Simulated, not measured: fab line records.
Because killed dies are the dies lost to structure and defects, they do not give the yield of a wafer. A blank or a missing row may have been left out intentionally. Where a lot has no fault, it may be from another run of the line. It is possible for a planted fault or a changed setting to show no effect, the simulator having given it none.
fab line records	flow nand_harc
[record] lots = 7	wafers = 21	last_day = 24
route steps=1159 shown P_M2@320 END@1159
lots with no fault: from the same line, run without faults
start_h: the number of hours between the record's first day and the start of the first shown wafer of the lot	wait_h: time in hours since the lot's previous step	" repeats the value in the row above	L1.1+2: a single row standing in for several wafers	- no value present, or no start provided	* or withheld: withheld	< > ~ a bound
route shown NAME@n: a module of which the file shows steps, and the number in the route of the first	usual: average and standard deviation across the fault-free wafers	same: alike in all rows	chamber/n: place in a boat	sites: each site's reading	_std_site: how widely they spread, as a standard deviation	_edge_site: outer sites' mean less inner sites'	radius_mm: how far each site lies from the wafer's centre	mask NAME#n: copy n	behind: the last tool/chamber to shape the wafer	hold: why the lot was held/for how many hours/how that ended	device: names the non-switching transistor (n, p or np)	end of line: tests run on the same wafers once the route is complete	for a step that has no rows: nothing shown but its recipe	killed: not the wafer's yield, but the dies lost to structure and defects at the first sort	map: dies across one wafer; x = killed, . = not, _ = none there
set.NAME: the setting as run; set.NAME@STEP: as run at that earlier step	model.NAME: the simulator's own value behind a step, which no gauge read
lots seen at some steps along the route; tables by step, rows by wafer
services: from which hour (start_h, from the record's first day; less than 0 if before it) a tool's chamber was out of use, for how many hours, and why
[[steps]]
[step NHARC_P_M2_HMDS_02]
[recipe] time_s = 30
[step NHARC_P_M2_COAT_34]
[recipe] temp_c = 200	time_s = 65
[step NHARC_P_M2_COAT_03]
[recipe] spin_rpm = 1500	resist_thk_nm = 90
[step NHARC_P_M2_SOFTBAKE_04]
[recipe] temp_c = 105	time_s = 55
[step NHARC_P_M2_EBR_05]
[step NHARC_P_M2_EXPOSE_06]
[recipe] na = 1.35	target_cd_nm = 170	dose_mj = 80.78	mask_id = P_M2
[step NHARC_P_M2_PEB_07]
[recipe] peb_temp_c = 100	peb_time_s = 65
[step NHARC_P_M2_DEVELOP_08]
[recipe] develop_time_s = 35	dev_temp_c = 23
[step NHARC_P_M2_CD_MEAS_09]
[recipe] target_cd_nm = 170	landing_energy_ev = 500
[usual] cd_nm = 170.0/0.56
[same] landing_energy_ev = 500
lot.wafer	tool	chamber	start_h	wait_h	cd_nm
L558.2	cd_sem-03	0	155.23	-	170.4
L558.3	"	0	"	"	170.0
L558.5	"	0	"	"	169.6
L561.3	cd_sem-02	0	173.17	-	169.5
L561.5	"	0	"	"	169.5
L561.6	"	0	"	"	169.1
L562.2	cd_sem-03	0	176.73	-	170.2
L562.4	"	0	"	"	170.0
L562.5	"	0	"	"	170.7
L563.1	cd_sem-01	0	194.23	-	169.9
L563.2	"	0	"	"	170.0
L563.4	"	0	"	"	171.3
L568.3	cd_sem-01	0	213.49	-	169.7
L568.4	"	0	"	"	168.8
L568.6	"	0	"	"	170.1
L569.3	cd_sem-02	0	225.24	-	170.4
L569.5	"	0	"	"	170.4
L569.6	"	0	"	"	170.4
L570.2	cd_sem-02	0	229.23	-	170.0
L570.5	"	0	"	"	170.7
L570.6	"	0	"	"	170.8
[step NHARC_P_M2_OVL_MEAS_10]
[recipe] pitch_nm = 340
[usual] overlay_x_nm = 0.5/1	overlay_y_nm = -0.2/0.78
lot.wafer	tool	chamber	start_h	wait_h	overlay_x_nm	overlay_y_nm
L558.2	overlay-02	-	155.32	-	2.0	0.8
L558.3	"	-	"	"	2.1	1.0
L558.5	"	-	"	"	1.4	0.0
L561.3	overlay-01	-	173.25	-	0.7	-0.7
L561.5	"	-	"	"	0.8	-0.6
L561.6	"	-	"	"	0.4	-0.3
L562.2	overlay-01	-	176.82	-	1.0	-0.6
L562.4	"	-	"	"	0.5	0.1
L562.5	"	-	"	"	1.3	-0.5
L563.1	overlay-01	-	194.32	-	0.8	-1.3
L563.2	"	-	"	"	1.1	-0.8
L563.4	"	-	"	"	1.7	-1.0
L568.3	overlay-02	-	213.57	-	0.5	0.7
L568.4	"	-	"	"	0.6	-0.1
L568.6	"	-	"	"	1.0	0.6
L569.3	overlay-02	-	225.32	-	1.2	0.3
L569.5	"	-	"	"	1.4	1.1
L569.6	"	-	"	"	1.0	0.8
L570.2	overlay-02	-	229.32	-	0.5	1.3
L570.5	"	-	"	"	0.0	1.1
L570.6	"	-	"	"	0.1	1.6
[step NHARC_P_M2_INSPECT_11]
[usual] raw_defect_count = 4.2/2.5
lot.wafer	tool	chamber	start_h	wait_h	raw_defect_count
L558.2	defect_inspect-02	-	155.36	0.0	0
L558.3	"	-	"	"	1
L558.5	"	-	"	"	6
L561.3	defect_inspect-02	-	173.29	0.0	3
L561.5	"	-	"	"	2
L561.6	"	-	"	"	3
L562.2	defect_inspect-01	-	176.85	0.0	5
L562.4	"	-	"	"	3
L562.5	"	-	"	"	5
L563.1	defect_inspect-01	-	194.36	0.0	3
L563.2	"	-	"	"	5
L563.4	"	-	"	"	4
L568.3	defect_inspect-02	-	213.61	0.0	3
L568.4	"	-	"	"	7
L568.6	"	-	"	"	2
L569.3	defect_inspect-01	-	225.36	0.0	5
L569.5	"	-	"	"	3
L569.6	"	-	"	"	3
L570.2	defect_inspect-01	-	229.35	0.0	4
L570.5	"	-	"	"	5
L570.6	"	-	"	"	2
[step NHARC_P_M2_DESCUM_14]
[recipe] time_s = 3	o2_flow_sccm = 200	ar_flow_sccm = 0	bias_power_w = 0	chemistry = O2
[usual] drypump_motor_current_A = 5.6/0.62	oes_product_au = 0.999/0.0089	rf_vpp_V = 57.9/0.88	showerhead_plenum_p_Torr = 1.95/0.078	throttle_valve_pct = 11.310/0.009
[same] time_s = 3
lot.wafer	tool	chamber	start_h	wait_h	drypump_motor_current_A	oes_product_au	rf_hours_counter_h	rf_vpp_V	showerhead_plenum_p_Torr	throttle_valve_pct
L558.3	rie_diel-04	3	155.42	0.1	5.1	1.008	5	58.9	1.83	11.323
L558.2	"	2	"	"	5.8	0.993	3	58.4	1.90	11.321
L558.5	"	3	"	"	5.1	0.987	-	57.3	1.83	11.298
L561.3	rie_diel-03	3	173.35	0.1	5.3	1.019	5	58.6	2.02	11.312
L561.5	"	3	"	"	5.2	1.020	-	59.0	2.02	11.306
L561.6	"	0	"	"	6.5	1.015	-	58.8	2.02	11.298
L562.4	rie_diel-03	3	176.92	0.1	5.2	1.018	5	58.7	2.02	11.320
L562.2	"	1	"	"	4.8	0.993	5	57.8	1.98	11.307
L562.5	"	3	"	"	5.2	1.012	-	57.9	2.02	11.304
L563.1	rie_diel-03	2	194.42	0.1	5.0	1.001	5	56.7	1.86	11.298
L563.2	"	0	"	"	6.6	1.000	6	58.4	2.02	11.310
L563.4	"	1	"	"	4.8	1.005	5	58.8	1.98	11.310
L568.3	rie_diel-03	2	213.66	0.1	5.0	0.996	6	57.4	1.86	11.297
L568.4	"	0	"	"	6.5	1.003	6	59.2	2.02	11.308
L568.6	"	2	"	"	5.0	1.001	-	56.8	1.86	11.313
L569.3	rie_diel-03	3	225.44	0.1	5.3	1.007	0	57.8	2.02	11.307
L569.6	"	1	"	"	4.8	1.001	-	58.0	1.98	11.299
L569.5	"	2	"	"	5.0	0.990	-	57.1	1.86	11.317
L570.2	rie_diel-03	2	229.46	0.1	5.0	1.002	0	57.5	1.86	11.307
L570.6	"	3	"	"	5.2	1.013	-	58.8	2.02	11.294
L570.5	"	0	"	"	6.5	0.999	-	57.8	2.02	11.307
[step NHARC_P_M2_ETCH_35]
[recipe] target_depth_a = 400	overetch_a = 120	time_s = 43.94	ion_energy_ev = 200	n2_flow_sccm = 150	h2_flow_sccm = 150	ar_flow_sccm = 0	rf_w = 400	bias_w = 150	chemistry = N2/H2
[usual] drypump_motor_current_A = 5.6/0.64	oes_product_au = 1.000/0.009	rf_fwd_power_W = 395.7/1.7	rf_vpp_V = 431.9/2.4	run_length_s = 65.3/0.35	showerhead_plenum_p_Torr = 2.09/0.081	throttle_valve_pct = 14.171/0.0092
lot.wafer	tool	chamber	start_h	wait_h	drypump_motor_current_A	oes_product_au	rf_fwd_power_W	rf_hours_counter_h	rf_vpp_V	run_length_s	showerhead_plenum_p_Torr	throttle_valve_pct
L558.3	rie_diel-04	2	155.51	0.1	5.8	1.001	396.7	3	429.3	64.6	2.02	14.184
L558.2	"	0	"	"	5.8	1.006	398.0	5	432.4	65.6	2.09	14.162
L558.5	"	1	"	"	5.5	1.008	396.4	-	433.8	65.1	2.19	14.173
L561.3	rie_diel-03	1	173.44	0.1	4.8	0.997	395.9	5	433.6	65.2	2.12	14.173
L561.6	"	0	"	"	6.6	0.989	398.5	-	434.8	64.9	2.16	14.172
L561.5	"	1	"	"	4.8	1.007	396.5	-	433.6	65.1	2.12	14.161
L562.2	rie_diel-03	0	177.00	0.1	6.5	0.984	397.0	5	432.9	65.2	2.16	14.171
L562.4	"	3	"	"	5.2	1.002	394.3	5	433.2	65.3	2.16	14.176
L562.5	"	1	"	"	4.8	0.991	398.1	-	433.2	65.0	2.12	14.168
L563.4	rie_diel-03	0	194.50	0.1	6.5	0.994	397.2	6	433.9	65.7	2.16	14.168
L563.1	"	1	"	"	4.8	1.004	396.2	5	432.9	64.9	2.12	14.169
L563.2	"	3	"	"	5.2	1.012	392.9	5	432.6	65.0	2.15	14.167
L568.4	rie_diel-03	1	213.75	0.1	4.8	1.004	-	6	433.4	53.6	2.12	14.188
L568.3	"	2	"	"	5.1	0.996	392.5	6	430.3	66.0	1.98	14.155
L568.6	"	2	"	"	5.0	1.001	393.1	-	428.0	65.7	1.98	14.169
L569.3	rie_diel-03	3	225.52	0.1	5.3	1.004	394.1	0	432.9	65.0	2.15	14.168
L569.5	"	0	"	"	6.6	1.012	396.9	-	433.8	65.0	2.16	14.172
L569.6	"	1	"	"	4.8	1.010	-	-	433.1	53.9	2.12	14.178
L570.2	rie_diel-03	0	229.56	0.1	6.5	0.992	396.8	0	432.5	64.9	2.16	14.162
L570.5	"	1	"	"	4.9	1.000	-	-	432.3	53.5	2.12	14.176
L570.6	"	2	"	"	5.1	0.983	394.4	-	428.2	65.7	1.98	14.161
[step NHARC_P_M2_ETCH_15]
[recipe] target_depth_a = 1825	time_s = 91.2	c4f8_flow_sccm = withheld	ar_flow_sccm = 400	rf_w = 600	bias_w = 300	chemistry = C4F8/Ar
[usual] oes_product_au = 0.943/0.02	rf_fwd_power_W = 595.9/1.8	rf_vpp_V = 441.9/2.6	run_length_s = 112.6/0.38
[same] time_s = 91.2
lot.wafer	tool	chamber	start_h	wait_h	oes_product_au	rf_fwd_power_W	rf_hours_counter_h	rf_vpp_V	run_length_s
L558.2	rie_diel-04	2	-	-	0.927	597.2	3	440.4	112.3
L558.3	"	3	"	"	0.912	597.0	5	439.4	112.6
L558.5	"	0	"	"	0.931	595.9	-	442.1	113.0
L561.3	rie_diel-03	1	-	-	0.948	597.9	5	442.1	112.4
L561.6	"	1	"	"	0.944	595.1	-	443.4	112.2
L561.5	"	2	"	"	0.934	594.7	-	440.2	113.3
L562.4	rie_diel-03	2	-	-	0.954	593.4	5	437.8	113.4
L562.2	"	3	"	"	0.963	595.4	5	445.7	112.4
L562.5	"	1	"	"	0.971	595.2	-	442.2	112.5
L563.2	rie_diel-03	1	-	-	0.929	598.0	5	443.3	112.3
L563.4	"	2	"	"	0.912	595.3	6	439.7	113.0
L563.1	"	0	"	"	0.927	594.3	6	444.4	112.3
L568.3	rie_diel-03	1	-	-	0.920	594.6	6	443.3	112.3
L568.4	"	2	"	"	0.919	594.0	6	439.0	113.0
L568.6	"	1	"	"	0.928	596.2	-	442.0	112.4
L569.3	rie_diel-03	3	-	-	0.996	593.0	0	443.9	112.4
L569.5	"	2	"	"	0.954	594.3	-	440.1	113.1
L569.6	"	3	"	"	0.988	595.2	-	445.4	112.6
L570.2	rie_diel-03	1	-	-	0.955	594.8	0	443.0	112.2
L570.5	"	3	"	"	0.953	595.4	-	443.8	112.3
L570.6	"	0	"	"	0.952	597.0	-	445.6	112.3
[step NHARC_END_SORT_01]
[recipe] temp_c = 25
[usual] defect_limited_yield = 95.6/1.6	killed_at_array = 26/11	killed_at_other = 0.4/0.78	killed_at_periphery = 3.4/2.4	killed_dies = 29/11	killed_open = 3.1/1.9	killed_short = 1.9/1.4	sort_bin_2_pct = 1.3/0.63	sort_bin_3_pct = 0.20/0.18	sort_bin_4_pct = 2.8/1.1	sort_n_pass = 648/11	sort_rim_yield_pct = 95/3.4	sort_yield_pct = 95.6/1.6
[same] gross_dies = 677	sort_bin_5_pct[%] = 0	sort_bin_6_pct[%] = 0	sort_bin_7_pct[%] = 0	sort_bin_8_pct[%] = 0	sort_rim_n_gross = 106.00
lot.wafer	tool	chamber	start_h	wait_h	defect_limited_yield[%]	killed_at_array	killed_at_other	killed_at_periphery	killed_dies	killed_open	killed_short	sort_bin_2_pct[%]	sort_bin_3_pct[%]	sort_bin_4_pct[%]	sort_n_pass	sort_rim_yield_pct[%]	sort_yield_pct[%]
L558.2	prober-02	0	529.65	2.8	98.1	12	1	0	13	1	0	0.3	0	1.6	664	94	98.1
L558.3	prober-02	0	530.45	3.1	96.5	20	1	3	24	2	1	1.3	0.30	1.9	653	99	96.5
L558.5	prober-02	0	532.06	3.7	95.9	22	1	5	28	4	2	1.3	0.15	2.7	649	98	95.9
L561.3	prober-02	0	554.00	3.1	93.9	38	0	3	41	6	2	2.2	0.74	3.1	636	89	93.9
L561.5	prober-02	0	555.57	3.7	93.9	39	0	2	41	4	2	1.6	0.59	3.8	636	99	93.9
L561.6	prober-02	0	556.36	3.9	93.5	41	1	2	44	4	4	1.8	0	4.7	633	82	93.5
L562.2	prober-02	0	560.94	2.8	96.8	17	0	5	22	4	2	1.2	0.44	1.6	655	96	96.8
L562.4	prober-02	0	562.55	3.4	98.2	11	0	1	12	3	2	0.1	0	1.6	665	99	98.2
L562.5	prober-02	0	563.35	3.7	97.6	12	0	4	16	0	1	0.7	0	1.6	661	97	97.6
L568.3	prober-01	0	569.37	3.1	95.9	23	0	5	28	3	5	0.7	0.30	3.1	649	94	95.9
L568.4	prober-01	0	570.15	3.4	94.4	32	0	6	38	5	1	1.9	0.15	3.5	639	94	94.4
L568.6	prober-01	0	571.73	3.9	95.6	28	0	2	30	2	2	1.5	0.15	2.8	647	100	95.6
L569.3	prober-02	0	577.42	3.1	96.5	20	0	4	24	1	2	1.3	0.30	1.9	653	93	96.5
L569.5	prober-02	0	578.99	3.6	94.2	28	1	10	39	6	3	1.3	0.30	4.1	638	89	94.2
L569.6	prober-02	0	579.78	3.9	93.9	34	0	7	41	2	2	1.8	0.30	4.0	636	95	93.9
L570.2	prober-02	0	584.35	2.8	94.2	33	1	5	39	8	2	1.8	0	4.0	638	92	94.2
L570.5	prober-02	0	586.73	3.7	95.3	29	1	2	32	4	2	1.6	0.59	2.5	645	94	95.3
L570.6	prober-02	0	587.52	4.0	94.7	30	1	5	36	3	2	1.2	0.15	4.0	641	97	94.7
// killed by level:class
L558.2 A_SLIT:chamber_film_flake=5 A_STAIRCASE:chamber_film_flake=3 A_CHANNEL_HOLE_D1:chamber_film_flake=2 A_CONTACT:chamber_film_flake=2 STARTING-WAFER:geometric_particle:open=1
L558.3 A_SLIT:chamber_film_flake=15 A_STAIRCASE:chamber_film_flake=2 P_GATE:geometric_particle:short=1 P_GATE:geometric_particle:open=1 A_CHANNEL_FILL_D1:geometric_particle:open=1 P_ZERO_WELL:chamber_film_flake=1 A_CONTACT:chamber_film_flake=1 A_M1:chamber_film_flake=1
L558.5 A_SLIT:chamber_film_flake=11 P_CONTACT:chamber_film_flake=4 A_CONTACT:geometric_particle:open=3 A_CHANNEL_HOLE_D1:chamber_film_flake=2 A_CONTACT:chamber_film_flake=2 A_CHANNEL_HOLE_D1:geometric_particle:open=1 A_SGD_CUT:geometric_particle:short=1 A_WL_FILL:geometric_particle:short=1
L561.3 A_CHANNEL_HOLE_D1:chamber_film_flake=18 A_SLIT:chamber_film_flake=6 A_STAIRCASE:chamber_film_flake=4 A_CONTACT:geometric_particle:open=2 A_WL_FILL:chamber_film_flake=2 A_CONTACT:chamber_film_flake=2 P_GATE:geometric_particle:short=1 P_M0:geometric_particle:open=1
L561.5 A_CHANNEL_HOLE_D1:chamber_film_flake=19 A_SLIT:chamber_film_flake=12 A_CONTACT:chamber_film_flake=2 P_GATE:geometric_particle:open=1 P_M1:geometric_particle:open=1 A_WL_FILL:geometric_particle:short=1 A_BLC:geometric_particle:open=1 A_M0:geometric_particle:open=1
L561.6 A_CHANNEL_HOLE_D1:chamber_film_flake=18 A_SLIT:chamber_film_flake=8 A_STAIRCASE:chamber_film_flake=4 A_CHANNEL_FILL_D1:geometric_particle:open=2 A_WL_FILL:geometric_particle:short=2 A_CONTACT:chamber_film_flake=2 A_CHANNEL_FILL_D1:geometric_particle:short=1 A_SGD_CUT:geometric_particle:short=1
L562.2 A_CONTACT:chamber_film_flake=5 A_CHANNEL_HOLE_D1:chamber_film_flake=4 A_WL_FILL:chamber_film_flake=3 P_CONTACT:geometric_particle:open=1 P_M0:geometric_particle:open=1 P_M1:geometric_particle:open=1 A_ONON_D1:geometric_particle:short=1 A_WL_FILL:geometric_particle:short=1
L562.4 A_CONTACT:chamber_film_flake=5 P_M1:geometric_particle:open=1 A_SOURCE_PLATE:geometric_particle:short=1 A_CHANNEL_FILL_D1:geometric_particle:open=1 A_CHANNEL_FILL_D1:geometric_particle:short=1 A_BLC:geometric_particle:open=1 A_CHANNEL_HOLE_D1:chamber_film_flake=1 A_WL_FILL:chamber_film_flake=1
L562.5 P_ZERO_WELL:chamber_film_flake=3 A_CHANNEL_HOLE_D1:chamber_film_flake=3 A_STAIRCASE:chamber_film_flake=3 A_CONTACT:chamber_film_flake=3 A_ONON_D1:geometric_particle:short=1 P_STI:chamber_film_flake=1 A_SLIT:chamber_film_flake=1 A_WL_FILL:chamber_film_flake=1
L568.3 A_SLIT:chamber_film_flake=8 P_M0:geometric_particle:short=2 P_ZERO_WELL:chamber_film_flake=2 A_CHANNEL_HOLE_D1:chamber_film_flake=2 A_WL_FILL:chamber_film_flake=2 A_CONTACT:chamber_film_flake=2 P_M0:geometric_particle:open=1 A_ONON_D1:geometric_particle:short=1
L568.4 A_SLIT:chamber_film_flake=16 P_STI:chamber_film_flake=4 A_CONTACT:chamber_film_flake=4 A_CHANNEL_HOLE_D1:chamber_film_flake=3 A_CHANNEL_FILL_D1:geometric_particle:open=2 A_WL_FILL:chamber_film_flake=2 A_BLC:chamber_film_flake=2 P_BONDPAD:geometric_particle:open=1
L568.6 A_SLIT:chamber_film_flake=21 A_CHANNEL_FILL_D1:geometric_particle:short=2 A_ZERO_WELL:chamber_film_flake=2 P_GATE:geometric_particle:open=1 A_M0:geometric_particle:open=1 P_STI:chamber_film_flake=1 A_WL_FILL:chamber_film_flake=1 A_BLC:chamber_film_flake=1
L569.3 A_CONTACT:chamber_film_flake=9 A_SLIT:chamber_film_flake=4 A_CHANNEL_HOLE_D1:chamber_film_flake=3 P_GATE:chamber_film_flake=2 P_GATE:geometric_particle:open=1 A_ONON_D1:geometric_particle:short=1 A_WL_FILL:geometric_particle:short=1 P_M2:chamber_film_flake=1
L569.5 A_CONTACT:chamber_film_flake=11 A_SLIT:chamber_film_flake=7 P_M2:chamber_film_flake=6 P_GATE:geometric_particle:short=2 A_CHANNEL_FILL_D1:geometric_particle:open=2 A_CONTACT:geometric_particle:open=2 A_STAIRCASE:chamber_film_flake=2 P_CONTACT:geometric_particle:open=1
L569.6 A_SLIT:chamber_film_flake=20 A_CONTACT:chamber_film_flake=6 P_M2:chamber_film_flake=5 A_CHANNEL_HOLE_D1:chamber_film_flake=4 A_WL_FILL:geometric_particle:short=2 P_ZERO_WELL:chamber_film_flake=2 A_ONON_D1:geometric_particle:open=1 A_M0:geometric_particle:open=1
L570.2 A_CHANNEL_HOLE_D1:chamber_film_flake=18 A_CONTACT:chamber_film_flake=4 A_CONTACT:geometric_particle:open=3 A_ONON_D1:geometric_particle:short=2 P_M2:chamber_film_flake=2 A_BLC:chamber_film_flake=2 P_M0:geometric_particle:open=1 P_M2:geometric_particle:open=1
L570.5 A_CHANNEL_HOLE_D1:chamber_film_flake=17 A_CONTACT:chamber_film_flake=5 A_SOURCE_PLATE:geometric_particle:short=2 A_CHANNEL_FILL_D1:geometric_particle:open=1 A_WL_FILL:geometric_particle:open=1 A_CONTACT:geometric_particle:open=1 A_M1:geometric_particle:open=1 P_GATE:chamber_film_flake=1
L570.6 A_CHANNEL_HOLE_D1:chamber_film_flake=20 P_M2:chamber_film_flake=4 A_SLIT:chamber_film_flake=2 A_CONTACT:chamber_film_flake=2 A_CHANNEL_FILL_D1:geometric_particle:short=1 A_SGD_CUT:geometric_particle:short=1 A_SGD_CUT:geometric_particle:open=1 A_CONTACT:geometric_particle:open=1
[[services]]
tool	chamber	start_h	hours	kind
rie_diel-03	1	137.31	9.3	repair
rie_diel-03	3	142.81	4.2	repair
rie_diel-03	0	145.30	-	clean
rie_diel-03	2	145.30	-	clean
rie_diel-04	0	145.50	-	clean
rie_diel-04	1	145.50	-	clean
rie_diel-03	0	169.80	-	clean
rie_diel-03	1	169.80	-	clean
rie_diel-03	2	169.80	-	clean
rie_diel-03	3	169.80	-	clean
rie_diel-03	0	194.30	-	clean
rie_diel-03	1	194.30	-	clean
rie_diel-03	2	194.30	-	clean
rie_diel-03	3	194.30	-	clean
rie_diel-04	-	212.19	0.4	repair
rie_diel-03	-	215.30	9.0	pm
rie_diel-03	0	215.30	9.0	vent_cycle
rie_diel-03	1	215.30	9.0	vent_cycle
rie_diel-03	2	215.30	9.0	vent_cycle
rie_diel-03	3	215.30	9.0	vent_cycle
rie_diel-03	0	224.30	-	clean
rie_diel-03	1	224.30	-	clean
rie_diel-03	2	224.30	-	clean
rie_diel-03	3	224.30	-	clean
[[key]]
[first_sign] step = NHARC_P_M2_ETCH_35	reading = run_length_s	direction = down	sigmas = 34	usual = *	struck = *
effect none on later readings
met_at NHARC_P_M2_ETCH_35
struck_wafers L568.4,L569.6,L570.5
onset_between 194.50 213.75
[fault] kind = process_parameter_drift	tool = rie_diel-03	chamber = 1	onset_h = 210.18	steps = NHARC_P_M2_ETCH_35	channel = time_s	offset = *	shape = step	end_h = 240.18	acts_in = *	stated = *
